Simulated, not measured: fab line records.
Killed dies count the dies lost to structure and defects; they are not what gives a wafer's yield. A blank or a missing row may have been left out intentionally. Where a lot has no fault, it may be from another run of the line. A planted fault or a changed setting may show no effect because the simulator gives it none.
Chamber matching | flow n5 finfet | N5_BEOL_M9_STRIP_19 on rie diel-05: 4 sister chambers
The step strips in O2. 30 wafers are shown with their chamber, then 12 later ones without.

== WAFERS WITH THEIR CHAMBER ==
wafer  | chamber | drypump motor current A (A) | showerhead plenum p Torr (Torr) | throttle valve pct (%)
L075.2 | 1       | 5.8                         | 2.00                            | 16.58
L075.4 | 3       | 5.8                         | 2.10                            | 16.74
L075.5 | 0       | 4.7                         | 2.16                            | 16.86
L078.1 | 3       | 5.8                         | 2.10                            | 16.76
L078.4 | 1       | 5.8                         | 2.00                            | 16.57
L078.6 | 2       | 6.1                         | 2.10                            | 16.63
L079.1 | 2       | 6.1                         | 2.10                            | 16.63
L079.5 | 1       | 5.8                         | 2.00                            | 16.59
L079.6 | 2       | 6.1                         | 2.10                            | 16.64
L080.1 | 0       | 4.8                         | 2.16                            | 16.87
L080.3 | 3       | 5.9                         | 2.10                            | 16.80
L080.4 | 2       | 6.1                         | 2.09                            | 16.64
L087.3 | 2       | 6.1                         | 2.09                            | 16.65
L087.4 | 1       | 5.8                         | 2.00                            | 16.61
L087.6 | 2       | 6.1                         | 2.09                            | 16.67
L083.2 | 1       | 5.8                         | 2.00                            | 16.60
L083.5 | 3       | 5.8                         | 2.09                            | 16.79
L083.6 | 2       | 6.1                         | 2.09                            | 16.67
L082.4 | 2       | 6.1                         | 2.09                            | 16.66
L082.5 | 3       | 5.9                         | 2.09                            | 16.79
L082.6 | 1       | 5.8                         | 2.00                            | 16.61
L086.4 | 3       | 5.8                         | 2.09                            | 16.81
L086.5 | 2       | 6.1                         | 2.09                            | 16.64
L086.6 | 1       | 5.8                         | 2.00                            | 16.60
L085.2 | 1       | 5.8                         | 2.00                            | 16.60
L085.3 | 0       | 4.8                         | 2.15                            | 16.45
L085.6 | 1       | 5.8                         | 2.00                            | 16.61
L092.4 | 2       | 6.1                         | 2.09                            | 16.68
L092.5 | 2       | 6.1                         | 2.09                            | 16.70
L092.6 | 3       | 5.9                         | 2.09                            | 16.80

SIGNATURES (averages over the wafers above)
reading                  | chamber 0 | chamber 1 | chamber 2 | chamber 3 | scatter within a chamber
drypump motor current A  | 4.767     | 5.800     | 6.100     | 5.843     | 0.0303
showerhead plenum p Torr | 2.1567    | 2.0000    | 2.0927    | 2.0943    | 0.00419
throttle valve pct       | 16.7267   | 16.5967   | 16.6555   | 16.7843   | 0.0694
Rule: distance of a wafer from a chamber = root of the sum over the readings of ((wafer's reading minus chamber's mean) / reading's scatter) squared. If the next closest chamber is less than 2 further off than the closest, the wafer can't be placed; otherwise it belongs to the closest. The scatter: take each reading less its chamber's mean, square it, sum over the shown wafers, divide by the number of wafers less the number of chambers, and take the root.

== WAFERS MISSING THEIR CHAMBER ==
wafer  | drypump motor current A (A) | showerhead plenum p Torr (Torr) | throttle valve pct (%)
L094.2 | 5.8                         | 1.99                            | 16.61
L094.5 | 6.1                         | 2.09                            | 16.68
L094.6 | 5.8                         | 1.99                            | 16.62
L095.2 | 5.8                         | 1.99                            | 16.62
L095.4 | 4.8                         | 2.15                            | 16.49
L095.6 | 4.8                         | 2.15                            | 16.48
L096.1 | 5.8                         | 1.99                            | 16.65
L096.2 | 6.1                         | 2.09                            | 16.69
L096.3 | 4.8                         | 2.15                            | 16.47
L097.1 | 4.8                         | 2.15                            | 16.49
L097.2 | 5.9                         | 2.09                            | 16.85
L097.5 | 5.9                         | 2.09                            | 16.81

== WHICH CHAMBER EACH ONE RAN IN ==
wafer  | from the rows above | in truth
L094.2 | 1                   | 1
L094.5 | 2                   | 2
L094.6 | 1                   | 1
L095.2 | 1                   | 1
L095.4 | 0                   | 0
L095.6 | 0                   | 0
L096.1 | 1                   | 1
L096.2 | 2                   | 2
L096.3 | 0                   | 0
L097.1 | 0                   | 0
L097.2 | 3                   | 3
L097.5 | 3                   | 3
Correctly placed: 12 of 12. Number that these rows cannot place: 0. Number placed wrongly: 0.
